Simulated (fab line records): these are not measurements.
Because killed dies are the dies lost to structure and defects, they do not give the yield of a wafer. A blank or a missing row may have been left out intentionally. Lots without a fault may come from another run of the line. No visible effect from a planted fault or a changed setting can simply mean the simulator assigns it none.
Split-lot experiment + flow n5_finfet + 7 lots, 39 wafers read, on a route of 1938 steps

== ABOUT THE SPLIT ==
At N5_DUMMY_GATE_EXPOSE_12 (exposes mask GATE, target cd 25 nm), the setting dose_mj was moved away from the recipe's 34 on 9 of the 39 wafers read, by -6.4% to +4.3%. For the rest of the wafers, this setting stayed at what the recipe calls for.

== FROM THE SPLIT TO THE READING: what the file shows between them, 6 steps ==
- N5_DUMMY_GATE_ETCH_37: etches SOC in N2/H2, target depth 60 nm, overetch 30 nm (also split here: source_w)
- N5_DUMMY_GATE_STRIP_38: strips in N2/H2
- N5_DUMMY_GATE_STRIP_39: strips in N2/H2
- N5_DUMMY_GATE_ETCH_32: etches SiO2 in CF4, target depth 3.5 nm, time 3.9 s
- N5_DUMMY_GATE_ETCH_23: etches poly-Si in HBr/Cl2/O2, target depth 41 nm, time 22.3 s
- N5_DUMMY_GATE_ETCH_44: etches poly-Si in HBr/O2, stops on SiO2, target depth 127.5 nm

== THE READING ==
DUMMY_GATE.cd_nm (the simulator's own value, which no gauge read), in nm, at N5_DUMMY_GATE_ETCH_42 (etches SiO2 in CHF3/O2, target depth 3.5 nm, time 31 s). The file gives no usual value for it. Across the 30 wafers here that went through the recipe, the average is 15.2 nm and the standard deviation 0.32 nm.

| wafer  | tool, chamber at the split | dose_mj as run | against the recipe | DUMMY_GATE.cd_nm, nm | against lot-mates on the recipe |
|--------|----------------------------|----------------|--------------------|----------------------|---------------------------------|
| L078.1 | euv_scanner-02, 0          | 35.47          | +4.3%              | 13.8                 | -1.4                            |
| L078.2 | euv_scanner-02, 0          | 35.47          | +4.3%              | 14.2                 | -1.0                            |
| L078.6 | euv_scanner-02, 0          | 35.47          | +4.3%              | 14.2                 | -1.0                            |
| L078.3 | euv_scanner-02, 0          | 34             | recipe             | 15.2                 | -                               |
| L078.4 | euv_scanner-02, 0          | 34             | recipe             | 15                   | -                               |
| L078.5 | euv_scanner-02, 0          | 34             | recipe             | 15.4                 | -                               |
| L080.1 | euv_scanner-02, 0          | 34             | recipe             | 15.4                 | -                               |
| L080.2 | euv_scanner-02, 0          | 34             | recipe             | 15.4                 | -                               |
| L080.3 | euv_scanner-02, 0          | 34             | recipe             | 15                   | -                               |
| L080.4 | euv_scanner-02, 0          | 34             | recipe             | 15.2                 | -                               |
| L080.5 | euv_scanner-02, 0          | 34             | recipe             | 14.8                 | -                               |
| L080.6 | euv_scanner-02, 0          | 34             | recipe             | 15.6                 | -                               |
| L085.1 | euv_scanner-02, 0          | 35.12          | +3.3%              | 15                   | -0.3                            |
| L085.2 | euv_scanner-02, 0          | 35.12          | +3.3%              | 14.8                 | -0.5                            |
| L085.3 | euv_scanner-02, 0          | 35.12          | +3.3%              | 15                   | -0.3                            |
| L085.4 | euv_scanner-02, 0          | 34             | recipe             | 15.4                 | -                               |
| L085.5 | euv_scanner-02, 0          | 34             | recipe             | 15.2                 | -                               |
| L085.6 | euv_scanner-02, 0          | 34             | recipe             | 15.4                 | -                               |
| L086.1 | euv_scanner-01, 0          | 34             | recipe             | 14.8                 | -                               |
| L086.2 | euv_scanner-01, 0          | 34             | recipe             | 15.2                 | -                               |
| L086.3 | euv_scanner-01, 0          | 34             | recipe             | 15.4                 | -                               |
| L086.4 | euv_scanner-01, 0          | 34             | recipe             | 15.2                 | -                               |
| L086.6 | euv_scanner-01, 0          | 34             | recipe             | 15.2                 | -                               |
| L086.5 | euv_scanner-01, 0          | 34             | recipe             | 15.6                 | -                               |
| L088.2 | euv_scanner-01, 0          | 34             | recipe             | 15.6                 | -                               |
| L088.3 | euv_scanner-01, 0          | 34             | recipe             | 15.6                 | -                               |
| L088.5 | euv_scanner-01, 0          | 34             | recipe             | 15.4                 | -                               |
| L091.1 | euv_scanner-01, 0          | 34             | recipe             | 14.8                 | -                               |
| L091.4 | euv_scanner-01, 0          | 34             | recipe             | 14.8                 | -                               |
| L091.2 | euv_scanner-01, 0          | 34             | recipe             | 15.2                 | -                               |
| L091.3 | euv_scanner-01, 0          | 34             | recipe             | 14.2                 | -                               |
| L091.5 | euv_scanner-01, 0          | 34             | recipe             | 14.8                 | -                               |
| L091.6 | euv_scanner-01, 0          | 34             | recipe             | 15                   | -                               |
| L093.1 | euv_scanner-02, 0          | 34             | recipe             | 15                   | -                               |
| L093.2 | euv_scanner-02, 0          | 34             | recipe             | 14.8                 | -                               |
| L093.3 | euv_scanner-02, 0          | 31.82          | -6.4%              | 16.6                 | +1.6                            |
| L093.4 | euv_scanner-02, 0          | 31.82          | -6.4%              | 16.6                 | +1.6                            |
| L093.5 | euv_scanner-02, 0          | 31.82          | -6.4%              | 16.4                 | +1.4                            |
| L093.6 | euv_scanner-02, 0          | 34             | recipe             | 15.2                 | -                               |

THE FIT
A straight line over all 39 wafers: DUMMY_GATE.cd_nm changes by -0.202 nm for each +1% of dose_mj; r = -0.83; the points scatter about the line by 0.32 nm.
The same after taking each lot's own level away (the mean of its wafers on the recipe; 39 wafers): -0.228 nm for each +1%; r = -0.91; scatter 0.24 nm.
According to that fit, moving dose_mj by its largest amount changes the reading by 1.5 nm.
Measured against the standard deviation above, the lots' own levels, which go from 14.80 to 15.53 nm, span 2.3 times it.
So the lot-to-lot level changes the slope: the two fits differ.
Check: for one of the wafers moved furthest among these (-6.4%), held out of the fit, the line's prediction against its lot-mates is +1.44 nm. Against them it came out at +1.6 nm.

== THESE WAFERS: OTHER SPLITS ==
Before the reading, these wafers also passed through other splits. Each is held against what the fit with the lots' levels taken away leaves over:
| other split on the same wafers | wafers away from the commonest value | r with DUMMY_GATE.cd_nm (lot level and that fit taken away) |
|--------------------------------|--------------------------------------|-------------------------------------------------------------|
| N5_DUMMY_GATE_ETCH_37 source_w | 12                                   | -0.30                                                       |

== THE WHOLE CHAIN: every reading that the file lists as answering this split, in the file's order ==
| step                  | what it does                                                   | reading                                                           | change (the file's fit)               | r (the file's) |
|-----------------------|----------------------------------------------------------------|-------------------------------------------------------------------|---------------------------------------|----------------|
| N5_DUMMY_GATE_ETCH_44 | etches poly-Si in HBr/O2, stops on SiO2, target depth 127.5 nm | DUMMY_GATE.cd_nm (the simulator's own value, which no gauge read) | -0.223 nm for each +1% of the setting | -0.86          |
| N5_DUMMY_GATE_ETCH_42 | etches SiO2 in CHF3/O2, target depth 3.5 nm, time 31 s         | DUMMY_GATE.cd_nm (the simulator's own value, which no gauge read) | -0.227 nm for each +1% of the setting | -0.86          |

== FILE'S OWN FIT ==
DUMMY_GATE.cd_nm changes by -0.227 nm for each +1% of dose_mj, r = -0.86.
